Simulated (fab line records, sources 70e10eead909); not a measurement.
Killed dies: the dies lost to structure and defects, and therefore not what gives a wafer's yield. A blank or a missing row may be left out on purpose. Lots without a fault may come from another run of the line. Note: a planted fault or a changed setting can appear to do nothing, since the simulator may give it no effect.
A lot that was struck, set against a sound lot ; flow nand_harc ; 23 out of 1302 route steps
Sound: the wafers L931.2, L931.5, L931.6. Struck: wafer L920.5. (L920.2, L920.4 of the same lot were not struck and are left out.) The cause comes at the end.
Per side, at each step with rows, come the tool, then ch with its chambers, and then its first start. Under that, the readings that differ: sound wafers ; struck wafers ; difference of the means ; sigmas: that difference in standard deviations of wafers without a fault.
alike: readings whose means differ by less than 2 such deviations, and words and numbers that are the same on both sides. not compared: withheld readings, readings that some wafer has no value for, bounds like >300 that may hide the same value, and numbers for which the record gives no deviation and whose values overlap.
Wherever a step has rows on one side only, a row that says differs or no value, or a row with sigmas, the two part there. Non-overlapping numbers with no deviation appear without sigmas and do not part them. A reading missing from all wafers of one side parts the sides only when that side holds two or more wafers.

NHARC_P_CONTACT_DEP_00: deposits SiO2, target thk 500 nm.
  sound on pecvd-03 ch 0,1; struck on pecvd-01 ch 2
  alike: heater_power_w, showerhead_vpp_V, throttle_valve_pct
  not compared: since_wet_clean_h
NHARC_P_CONTACT_CMP_01: polishes SiO2, target thk 200 nm.
  sound on cmp-04 ch 0,1,3, day 14 20:05; struck on cmp-04 ch 2, day 9 08:52
  alike: motor_current_A
then, 9 steps without rows for these wafers: NHARC_P_CONTACT_SRD_03; NHARC_P_CONTACT_DEHYDRATE_04 (time 120 s); NHARC_P_CONTACT_HMDS_05 (time 30 s); NHARC_P_CONTACT_COAT_33 (time 75 s); NHARC_P_CONTACT_COAT_34 (time 65 s); NHARC_P_CONTACT_COAT_06 (resist thk 90 nm); NHARC_P_CONTACT_SOFTBAKE_07 (time 55 s); NHARC_P_CONTACT_EBR_08; NHARC_P_CONTACT_EXPOSE_09 (exposes mask P CA, target cd 90 nm).
NHARC_P_CONTACT_PEB_10: peb time 65 s.
  sound on litho_track-04 ch 0, day 14 20:46; struck on litho_track-01 ch 0, day 9 09:31
then, 1 step without rows for these wafers: NHARC_P_CONTACT_DEVELOP_11 (develop time 35 s).
NHARC_P_CONTACT_CD_MEAS_12: target cd 90 nm.
  sound on cd_sem-03 ch 0, day 14 20:50; struck on cd_sem-03 ch 0, day 9 09:36
reading;sound;struck;difference;sigmas
cd_nm (nm);89.1 89.9 90.4;101.7;+11.9;+18
NHARC_P_CONTACT_OVL_MEAS_13:
  sound: overlay-01 at day 14 20:56; struck: overlay-01 at day 9 09:41
reading;sound;struck;difference;sigmas
overlay_x_nm (nm);1.8 1.7 1.7;-1.5;-3.2;-4
  alike: overlay_y_nm
NHARC_P_CONTACT_INSPECT_14:
  sound: defect_inspect-01 at day 14 20:58; struck: defect_inspect-02 at day 9 09:44
  alike: raw_defect_count
NHARC_P_CONTACT_DESCUM_17: chemistry O2, time 3 s.
  sound on rie_diel-12 ch 0,3, day 14 21:02; struck on rie_diel-03 ch 2, day 9 09:48
reading;sound;struck;difference;sigmas
rf_vpp_V (V);57.5 58.5 57.5;55.9;-1.9;-2
model.P_CONTACT.cd_nm (nm);88.53 89.43 90.1;101.5;+12.1;
  alike: drypump_motor_current_A, oes_product_au, showerhead_plenum_p_Torr, throttle_valve_pct
  not compared: rf_hours_counter_h
NHARC_P_CONTACT_ETCH_35: etches the open film in CF4, target depth 39 nm, time 65 s.
  sound on rie_diel-12 ch 0,2,3, day 14 21:08; struck on rie_diel-03 ch 2, day 9 09:52
  alike: drypump_motor_current_A, oes_product_au, rf_vpp_V, showerhead_plenum_p_Torr, throttle_valve_pct
  not compared: rf_hours_counter_h
NHARC_P_CONTACT_ETCH_36: etches the open film in N2/H2, target depth 260 nm, time 406.25 s.
  sound on rie_diel-12 ch 0,1; struck on rie_diel-03 ch 3
reading;sound;struck;difference;sigmas
rf_vpp_V (V);433.6 433.7 429.8;427.3;-5.1;-2
showerhead_plenum_p_Torr (Torr);2.14 2.14 2.02;1.91;-0.19;-3
  alike: drypump_motor_current_A, oes_product_au, throttle_valve_pct
  not compared: rf_hours_counter_h
NHARC_P_CONTACT_ETCH_18: etches the open film in C4F8/O2/Ar, target depth 481 nm, time 240.5 s.
  sound on rie_diel-12 ch 1,2,3; struck on rie_diel-03 ch 0
  alike: oes_product_au, rf_vpp_V
  not compared: rf_hours_counter_h
then, 1 step without rows for these wafers: NHARC_P_CONTACT_STRIP_37 (strips in C4F8/O2/Ar).
NHARC_P_CONTACT_ETCH_31: etches the open film in CH3F/O2, target depth 30 nm, time 85.7 s.
  sound on rie_diel-12 ch 0,3; struck on rie_diel-03 ch 3
reading;sound;struck;difference;sigmas
model.P_CONTACT.cd_nm (nm);90.59 90.13 90.55;100.9;+10.5;
  alike: drypump_motor_current_A, oes_product_au, rf_vpp_V, showerhead_plenum_p_Torr, throttle_valve_pct
  not compared: rf_hours_counter_h
NHARC_P_CONTACT_CD_MEAS_19:
  sound: cd_sem-03 at day 14 21:54; struck: cd_sem-02 at day 9 10:40
reading;sound;struck;difference;sigmas
cd_nm (nm);90.8 90.0 90.6;101.1;+10.6;+7

== WHERE THEY PART ==
Earliest at NHARC_P_CONTACT_CD_MEAS_12; latest, in this record, at NHARC_P_CONTACT_CD_MEAS_19.

WHY: what the simulator had put in
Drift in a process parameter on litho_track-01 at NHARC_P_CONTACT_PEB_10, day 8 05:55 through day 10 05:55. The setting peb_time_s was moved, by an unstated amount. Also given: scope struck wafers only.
